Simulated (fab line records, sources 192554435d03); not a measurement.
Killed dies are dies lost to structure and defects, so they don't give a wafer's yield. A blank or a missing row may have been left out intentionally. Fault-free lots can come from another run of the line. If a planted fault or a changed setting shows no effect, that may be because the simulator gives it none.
The same fault as seen by 3 desks + flow n5-finfet + each desk holds nothing but its own numbers, with what lay behind them at the end

AT THE TOOL OWNER'S DESK: rie-metal-02
The tool's own readings at N5_BEOL_M4_HM_OPEN_17 (chemistry Cl2/BCl3, target TiN, target depth 20 nm, overetch 6 nm): means of the sampled wafers that have a number, for each lot that ran on this tool. Marked OUT: a lot whose mean sits more than 4 standard deviations from the usual mean, which makes it out of limits; the brackets give that distance.
Columns: A = drypump-motor-current-A at N5_BEOL_M4_HM_OPEN_17, usual 6.1 A; B = oes-product-au at N5_BEOL_M4_HM_OPEN_17, usual 0.71 a.u.; C = rf-fwd-power-W at N5_BEOL_M4_HM_OPEN_17, usual 993 W; D = throttle-valve-pct at N5_BEOL_M4_HM_OPEN_17, usual 22.08 %
| lot  | first seen here | A   | B    | C   | D     |
|------|-----------------|-----|------|-----|-------|
| L154 | day 10 19:37    | 5.8 | 0.76 | 992 | 22.07 |
| L165 | day 13 14:10    | 5.9 | 0.73 | 991 | 22.10 |
| L168 | day 15 09:27    | 5.9 | 0.71 | 995 | 22.09 |
This desk's verdict: no lot among the 3 shows anything out of limits.

THE DEFECT DESK
Counts from the inspections along the route, per lot, as means over the sampled wafers that have a number. Marked OUT: a lot whose mean sits more than 4 standard deviations from the usual mean, which makes it out of limits; the brackets give that distance.
Columns: A = raw-defect-count at N5_BEOL_M4_INSPECT_13, usual 424
| lot  | first seen here | A   |
|------|-----------------|-----|
| L148 | day 8 15:12     | 421 |
| L154 | day 10 19:19    | 397 |
| L158 | day 11 09:30    | 447 |
| L165 | day 13 13:53    | 393 |
| L153 | day 14 09:08    | 480 |
| L168 | day 15 09:08    | 376 |
This desk's verdict: no lot among the 6 shows anything out of limits.

AT THE METROLOGY DESK
Means of the sampled wafers that have a number, per lot and without regard to the tool the lot ran on: this is what the gauges read. Marked OUT: a lot whose mean sits more than 4 standard deviations from the usual mean, which makes it out of limits; the brackets give that distance. Only the readings that lie furthest out on some lot appear, 7 of the 12 it has.
Columns: A = M4_OVL at N5_BEOL_M4_OVL_MEAS_12, usual 0.2 nm; B = DIBL_N at N5_BEOL_M4_RC_MEAS_101, usual 36.0 mV/V; C = DIBL_P at N5_BEOL_M4_RC_MEAS_101, usual 36.2 mV/V; D = IOFF_N at N5_BEOL_M4_RC_MEAS_101, usual 0.155 nA/um; E = ION_N at N5_BEOL_M4_RC_MEAS_101, usual 674 uA/um; F = SS_P at N5_BEOL_M4_RC_MEAS_101, usual 73.4 mV/dec; G = VT_N at N5_BEOL_M4_RC_MEAS_101, usual 250.0 mV
| lot  | first seen here | A    | B    | C    | D     | E   | F    | G     |
|------|-----------------|------|------|------|-------|-----|------|-------|
| L148 | day 8 15:07     | -0.3 | 36.0 | 35.9 | 0.138 | 668 | 73.4 | 251.8 |
| L154 | day 10 19:13    | 0.6  | 35.8 | 35.8 | 0.144 | 679 | 73.4 | 249.6 |
| L158 | day 11 09:25    | 1.1  | 38.0 | 39.5 | 0.204 | 692 | 74.3 | 246.0 |
| L165 | day 13 13:47    | 0.6  | 35.0 | 37.6 | 0.146 | 680 | 73.4 | 250.7 |
| L153 | day 14 09:02    | 0.1  | 37.1 | 38.1 | 0.179 | 676 | 73.9 | 248.5 |
| L168 | day 15 09:03    | 0.0  | 36.5 | 37.8 | 0.176 | 682 | 73.6 | 246.6 |
This desk's verdict: no lot among the 6 shows anything out of limits.

BROUGHT TOGETHER
The desk of the tool owner found nothing out of limits.
Nothing the defect desk looked at was out of limits.
The metrology desk saw nothing out of limits.

WHAT HAD BEEN PUT IN BY THE SIMULATOR
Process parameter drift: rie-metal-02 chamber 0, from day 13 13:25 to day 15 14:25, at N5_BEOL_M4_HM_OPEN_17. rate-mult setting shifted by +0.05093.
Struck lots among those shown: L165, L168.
